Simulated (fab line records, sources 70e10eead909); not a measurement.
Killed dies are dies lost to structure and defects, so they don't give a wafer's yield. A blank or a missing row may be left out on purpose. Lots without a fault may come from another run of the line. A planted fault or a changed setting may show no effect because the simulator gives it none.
Chamber matching | flow nand_harc | NHARC_P_BONDPAD_DESCUM_11 on rie_diel-10: 4 sister chambers
The step chemistry O2, time 3 s. 14 wafers are shown with their chamber, then 7 later ones without.

WAFERS WITH THEIR CHAMBER
wafer  | chamber | rf_vpp_V (V) | oes_product_au (a.u.) | throttle_valve_pct (%)
L074.2 | 1       | 56.8         | 1.007                 | 11.307
L074.5 | 2       | 56.2         | 0.995                 | 11.313
L074.6 | 1       | 57.5         | 1.003                 | 11.312
L077.1 | 2       | 57.3         | 1.005                 | 11.323
L077.2 | 0       | 58.8         | 0.997                 | 11.316
L077.3 | 1       | 58.5         | 0.998                 | 11.308
L082.1 | 1       | 57.9         | 1.013                 | 11.316
L082.2 | 0       | 59.8         | 0.996                 | 11.324
L082.6 | 3       | 58.0         | 1.000                 | 11.315
L093.3 | 0       | 58.1         | 0.999                 | 11.316
L093.5 | 2       | 56.0         | 0.994                 | 11.310
L093.6 | 3       | 57.3         | 1.009                 | 11.309
L095.3 | 3       | 58.1         | 1.014                 | 11.305
L095.5 | 2       | 57.3         | 1.013                 | 11.301

SIGNATURES (means of the wafers above)
reading            | chamber 0 | chamber 1 | chamber 2 | chamber 3 | scatter within a chamber
rf_vpp_V           | 58.900    | 57.675    | 56.700    | 57.800    | 0.695
oes_product_au     | 0.99733   | 1.00525   | 1.00175   | 1.00767   | 0.00685
throttle_valve_pct | 11.31867  | 11.31075  | 11.31175  | 11.30967  | 0.00625
Rule: a wafer's distance from a chamber is the root of the sum, over the readings, of the square of ((its reading less the chamber's mean) divided by the reading's scatter). The wafer belongs to the nearest chamber; if the next one is less than 2 further off, it can't be placed. The scatter: the root of (the sum of the squares of (reading less its chamber's mean) over the shown wafers, divided by (wafers less chambers)).

WAFERS WITHOUT THEIR CHAMBER
wafer  | rf_vpp_V (V) | oes_product_au (a.u.) | throttle_valve_pct (%)
L095.6 | 58.4         | 1.015                 | 11.301
L096.1 | 59.2         | 0.996                 | 11.303
L096.4 | 58.2         | 0.995                 | 11.303
L096.6 | 59.0         | 1.003                 | 11.318
L096.2 | 57.6         | 0.992                 | 11.293
L096.3 | 57.5         | 1.005                 | 11.321
L096.5 | 59.4         | 1.003                 | 11.302

WHICH CHAMBER EACH WENT THROUGH
wafer  | from the rows above               | in truth
L095.6 | can't be placed: 3 or 1 or 2 or 0 | 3
L096.1 | can't be placed: 0 or 3 or 1 or 2 | 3
L096.4 | can't be placed: 1 or 3 or 0 or 2 | 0
L096.6 | can't be placed: 0 or 1 or 3      | 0
L096.2 | can't be placed: 1 or 3 or 2 or 0 | 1
L096.3 | can't be placed: 1 or 3 or 2 or 0 | 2
L096.5 | can't be placed: 3 or 1 or 0 or 2 | 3
Placed correctly: 0 of 7. Can't be placed from these rows: 7 (the true chamber is among the candidates in 7). Placed wrongly: 0.
